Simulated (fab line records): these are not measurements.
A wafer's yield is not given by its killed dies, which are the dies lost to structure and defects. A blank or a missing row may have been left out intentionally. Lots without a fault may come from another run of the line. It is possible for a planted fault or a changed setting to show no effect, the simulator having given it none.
Chamber matching -- flow nand-harc -- NHARC_A_SLIT_DEP_23 on pecvd-04: 3 sister chambers
The step deposits SiON, target thk 100 nm. 6 wafers are shown with their chamber, then 12 later ones without.

EACH WAFER AND ITS CHAMBER
wafer,chamber,heater-power-w (W),susceptor-temp-C (C)
L088.1,2,839,400.17
L088.4,0,762,399.85
L088.5,1,864,400.31
L086.3,2,779,399.92
L086.4,0,774,399.74
L086.5,1,850,400.22

WAFERS WHOSE CHAMBER IS MISSING
wafer,heater-power-w (W),susceptor-temp-C (C)
L091.2,869,400.14
L091.3,814,399.94
L091.4,768,399.70
L093.1,701,400.35
L093.5,795,400.07
L093.6,758,400.32
L092.1,794,400.42
L092.2,875,399.75
L092.4,819,400.20
L097.2,758,400.05
L097.3,828,400.21
L097.5,764,400.41

EACH ONE'S CHAMBER
wafer,from the rows above,in truth
L091.2,can't be placed: 1 or 2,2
L091.3,can't be placed: 2 or 0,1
L091.4,0,0
L093.1,can't be placed: 2 or 0 or 1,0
L093.5,can't be placed: 2 or 0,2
L093.6,can't be placed: 2 or 1 or 0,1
L092.1,can't be placed: 1 or 2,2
L092.2,can't be placed: 2 or 0 or 1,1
L092.4,can't be placed: 2 or 1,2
L097.2,can't be placed: 2 or 0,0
L097.3,can't be placed: 1 or 2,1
L097.5,can't be placed: 2 or 1 or 0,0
1 of 12 placed correctly. From these rows, 11 cannot be placed; in 10 the true chamber is one of the candidates. Wrongly placed: 0.
How it was worked out, from the rows above alone: a wafer's distance from a chamber is the root of the sum, over the readings, of the square of ((its reading less the chamber's mean) divided by the reading's scatter). The wafer belongs to the nearest chamber; if the next one is less than 2 further off, it can't be placed. The mean given for a chamber averages the wafers shown for that chamber. How the scatter is found: for the shown wafers, subtract from each reading the mean of its chamber, square and add these, divide the total by (wafers less chambers), then take the root.
